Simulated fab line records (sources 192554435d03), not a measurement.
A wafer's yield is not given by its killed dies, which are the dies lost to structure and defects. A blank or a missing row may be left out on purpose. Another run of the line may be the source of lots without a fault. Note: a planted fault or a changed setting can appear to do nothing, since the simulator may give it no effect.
Split-lot study / flow n5_finfet / 7 lots, 21 wafers read, on a route of 1938 steps

THE SPLIT ITSELF
At N5_BEOL_M13_SPUTTER_43 (material TaN, target thk 15 nm, time 24.19 s), the setting power_w was moved away from the recipe's 15000 W on 4 of the 21 wafers read, by -11.1% to -4.8%. The other wafers ran this setting at the recipe's value.

Reading taken at the split's own step.

THE READING
TaN_of_BEOL_M13_SPUTTER_43.thk_nm (the simulator's own value, which no gauge read), in nm, at N5_BEOL_M13_SPUTTER_43 (material TaN, target thk 15 nm, time 24.19 s). No usual value for it is given in the file. The 17 wafers here that ran the recipe average 14.9 nm, standard deviation 0.12 nm.

wafer=L080.1; tool, chamber at the split=pvd_sputter-02, -; power_w as run, W=13340; against the recipe=-11.1%; TaN_of_BEOL_M13_SPUTTER_43.thk_nm, nm=13; against lot-mates on the recipe=-2.0
wafer=L080.2; tool, chamber at the split=pvd_sputter-02, -; power_w as run, W=13340; against the recipe=-11.1%; TaN_of_BEOL_M13_SPUTTER_43.thk_nm, nm=13; against lot-mates on the recipe=-2.0
wafer=L080.4; tool, chamber at the split=pvd_sputter-02, -; power_w as run, W=15000; against the recipe=recipe; TaN_of_BEOL_M13_SPUTTER_43.thk_nm, nm=15; against lot-mates on the recipe=-
wafer=L089.1; tool, chamber at the split=pvd_sputter-01, -; power_w as run, W=14280; against the recipe=-4.8%; TaN_of_BEOL_M13_SPUTTER_43.thk_nm, nm=14.2; against lot-mates on the recipe=-0.6
wafer=L089.3; tool, chamber at the split=pvd_sputter-01, -; power_w as run, W=15000; against the recipe=recipe; TaN_of_BEOL_M13_SPUTTER_43.thk_nm, nm=14.8; against lot-mates on the recipe=-
wafer=L089.4; tool, chamber at the split=pvd_sputter-01, -; power_w as run, W=14280; against the recipe=-4.8%; TaN_of_BEOL_M13_SPUTTER_43.thk_nm, nm=14; against lot-mates on the recipe=-0.8
wafer=L087.1; tool, chamber at the split=pvd_sputter-03, -; power_w as run, W=15000; against the recipe=recipe; TaN_of_BEOL_M13_SPUTTER_43.thk_nm, nm=15; against lot-mates on the recipe=-
wafer=L087.5; tool, chamber at the split=pvd_sputter-03, -; power_w as run, W=15000; against the recipe=recipe; TaN_of_BEOL_M13_SPUTTER_43.thk_nm, nm=15; against lot-mates on the recipe=-
wafer=L087.6; tool, chamber at the split=pvd_sputter-03, -; power_w as run, W=15000; against the recipe=recipe; TaN_of_BEOL_M13_SPUTTER_43.thk_nm, nm=15; against lot-mates on the recipe=-
wafer=L093.1; tool, chamber at the split=pvd_sputter-03, -; power_w as run, W=15000; against the recipe=recipe; TaN_of_BEOL_M13_SPUTTER_43.thk_nm, nm=14.8; against lot-mates on the recipe=-
wafer=L093.2; tool, chamber at the split=pvd_sputter-03, -; power_w as run, W=15000; against the recipe=recipe; TaN_of_BEOL_M13_SPUTTER_43.thk_nm, nm=14.8; against lot-mates on the recipe=-
wafer=L093.5; tool, chamber at the split=pvd_sputter-03, -; power_w as run, W=15000; against the recipe=recipe; TaN_of_BEOL_M13_SPUTTER_43.thk_nm, nm=14.8; against lot-mates on the recipe=-
wafer=L091.1; tool, chamber at the split=pvd_sputter-03, -; power_w as run, W=15000; against the recipe=recipe; TaN_of_BEOL_M13_SPUTTER_43.thk_nm, nm=15; against lot-mates on the recipe=-
wafer=L091.3; tool, chamber at the split=pvd_sputter-03, -; power_w as run, W=15000; against the recipe=recipe; TaN_of_BEOL_M13_SPUTTER_43.thk_nm, nm=15; against lot-mates on the recipe=-
wafer=L091.5; tool, chamber at the split=pvd_sputter-03, -; power_w as run, W=15000; against the recipe=recipe; TaN_of_BEOL_M13_SPUTTER_43.thk_nm, nm=15; against lot-mates on the recipe=-
wafer=L092.3; tool, chamber at the split=pvd_sputter-02, -; power_w as run, W=15000; against the recipe=recipe; TaN_of_BEOL_M13_SPUTTER_43.thk_nm, nm=14.6; against lot-mates on the recipe=-
wafer=L092.4; tool, chamber at the split=pvd_sputter-02, -; power_w as run, W=15000; against the recipe=recipe; TaN_of_BEOL_M13_SPUTTER_43.thk_nm, nm=14.8; against lot-mates on the recipe=-
wafer=L092.5; tool, chamber at the split=pvd_sputter-02, -; power_w as run, W=15000; against the recipe=recipe; TaN_of_BEOL_M13_SPUTTER_43.thk_nm, nm=14.8; against lot-mates on the recipe=-
wafer=L095.2; tool, chamber at the split=pvd_sputter-03, -; power_w as run, W=15000; against the recipe=recipe; TaN_of_BEOL_M13_SPUTTER_43.thk_nm, nm=15; against lot-mates on the recipe=-
wafer=L095.3; tool, chamber at the split=pvd_sputter-03, -; power_w as run, W=15000; against the recipe=recipe; TaN_of_BEOL_M13_SPUTTER_43.thk_nm, nm=15; against lot-mates on the recipe=-
wafer=L095.6; tool, chamber at the split=pvd_sputter-03, -; power_w as run, W=15000; against the recipe=recipe; TaN_of_BEOL_M13_SPUTTER_43.thk_nm, nm=15; against lot-mates on the recipe=-

FIT RESULTS
A straight line over all 21 wafers: TaN_of_BEOL_M13_SPUTTER_43.thk_nm changes by +0.172 nm for each +1% of power_w; r = +0.98; the points scatter about the line by 0.12 nm.
The same after taking each lot's own level away (the mean of its wafers on the recipe; 21 wafers): +0.176 nm for each +1%; r = +0.99; scatter 0.07 nm.
On that fit, the largest move of power_w shifts the reading by 1.9 nm.
Measured against the standard deviation above, the lots' own levels, which go from 14.73 to 15.00 nm, span 2.2 times it.
The two slopes agree, so the slope changes little with the lot-to-lot level.
Check: with one of the wafers moved furthest among these (-11.1%) left out of the fit, the line predicts -1.9 nm for it against its lot-mates. Against them it came out at -2 nm.

OTHER SPLITS APPLIED TO THESE WAFERS
Note: prior to the reading, these wafers also went through further splits. Each is held against what the fit with the lots' levels taken away leaves over:
other split on the same wafers=N5_BEOL_M13_TRENCH_ETCH_34 time_s; wafers away from the commonest value=7; r with TaN_of_BEOL_M13_SPUTTER_43.thk_nm (lot level and that fit taken away)=+0.31

THE FILE'S OWN FIT
TaN_of_BEOL_M13_SPUTTER_43.thk_nm changes by +0.175 nm for each +1% of power_w, r = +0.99.
